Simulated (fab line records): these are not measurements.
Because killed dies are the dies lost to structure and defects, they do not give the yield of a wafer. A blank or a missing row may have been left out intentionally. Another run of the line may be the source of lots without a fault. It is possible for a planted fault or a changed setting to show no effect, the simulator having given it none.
Matching of chambers ; flow n5-finfet ; N5_BEOL_M6_ILD_DEP_00 on pecvd-01 has 3 sister chambers
The step deposits SiCOH lowk from DEMS/porogen, target thk 179.75 nm, time 33.4 s. 3 wafers are shown with their chamber, then 9 later ones without.

## WAFERS WITH THEIR CHAMBER
wafer;chamber;throttle-valve-pct (%)
L083.4;1;14.8
L088.2;2;13.4
L088.4;0;13.5

## WAFERS MISSING THEIR CHAMBER
wafer;throttle-valve-pct (%)
L089.2;13.5
L089.3;13.4
L089.4;13.4
L094.1;13.6
L094.2;13.5
L094.4;13.4
L095.2;13.5
L095.3;13.4
L095.6;13.5

## WHICH CHAMBER EACH ONE RAN IN
wafer;from the rows above;in truth
L089.2;0;0
L089.3;2;2
L089.4;2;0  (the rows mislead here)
L094.1;0;0
L094.2;0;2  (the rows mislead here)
L094.4;2;2
L095.2;0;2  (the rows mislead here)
L095.3;2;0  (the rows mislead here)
L095.6;0;0
5 of 9 placed correctly. Not placeable from these rows: 0. Number placed wrongly: 4.
How it was worked out, from the rows above alone: a wafer's distance from a chamber is the root of the sum, over the readings, of the square of ((its reading less the chamber's mean) divided by the reading's scatter). If the next closest chamber is less than 2 further off than the closest, the wafer can't be placed; otherwise it belongs to the closest. Each chamber's mean is taken over the wafers shown for it. The scatter: root of mean squared gap, hidden wafer to nearest shown wafer, with one shown wafer a chamber.
